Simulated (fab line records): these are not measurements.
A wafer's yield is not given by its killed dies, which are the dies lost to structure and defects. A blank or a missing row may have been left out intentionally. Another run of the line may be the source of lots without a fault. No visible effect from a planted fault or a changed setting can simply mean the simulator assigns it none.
The tool behind it: which one? | flow n5_finfet | 11 lots (33 wafers sampled), 1 step of a 1938-step route

## WHAT EACH GAUGE READ, for each wafer
N5_BEOL_M15_CD_MEAS_28: the cd target is 407.6 nm.
lot  | measured     | on        | cd_nm (nm)
L388 | day 12 12:43 | cd_sem-02 | 407.1 406.6 407.5
L390 | day 12 12:45 | cd_sem-03 | 409.2 406.0 408.9
L389 | day 12 13:47 | cd_sem-02 | 410.0 408.1 405.7
L396 | day 15 03:46 | cd_sem-02 | 410.1 409.6 407.5
L399 | day 16 18:59 | cd_sem-02 | 408.8 407.9 410.5
L400 | day 17 02:51 | cd_sem-01 | 408.2 408.6 407.9
L403 | day 17 10:49 | cd_sem-02 | 407.5 407.2 406.6
L408 | day 18 00:20 | cd_sem-02 | 405.8 408.8 406.8
L405 | day 18 00:37 | cd_sem-01 | 405.8 405.4 409.0
L410 | day 18 23:20 | cd_sem-02 | 407.8 405.3 404.9
L411 | day 19 20:48 | cd_sem-02 | 406.5 408.5 405.2

## WHAT TOOL EACH LOT RAN ON (gives the tool, then ch and the chambers of the sampled wafers, and finally the start)
Before these readings, the record contains no process step.

## AS READ BY THE TOOLS THEMSELVES (means over the sampled wafers that have a number; for cases with no such wafer, the mark the record gives instead)
The record holds no such reading with a usual standard deviation.

## THE ANSWER, worked out from the rows above alone
Rule: what is usual is taken from the lots themselves. Put in order of their means at a reading, lots are off if they are a third of the lots or fewer, leave a main group of 4 or more, and stand apart from it by a gap of 3 or more times the standard deviation of the main group's means; of several such gaps the widest counts. A main group whose means are all the same, to the digits that the tables above print for the reading, isn't used. Also off: a lot with no number at a reading for which 4 or more lots have one. All remaining lots with rows at the step are treated as sound. After the gauges, taken in route order, come the tools' own readings; for these a lot's mean is taken, as printed above. At the first step where some lot is off, the reading lying furthest off is the one used; lots without a number count as furthest.
Nothing can be told from this: no lot is off at any reading shown.

## WHAT WAS PUT IN BY THE SIMULATOR
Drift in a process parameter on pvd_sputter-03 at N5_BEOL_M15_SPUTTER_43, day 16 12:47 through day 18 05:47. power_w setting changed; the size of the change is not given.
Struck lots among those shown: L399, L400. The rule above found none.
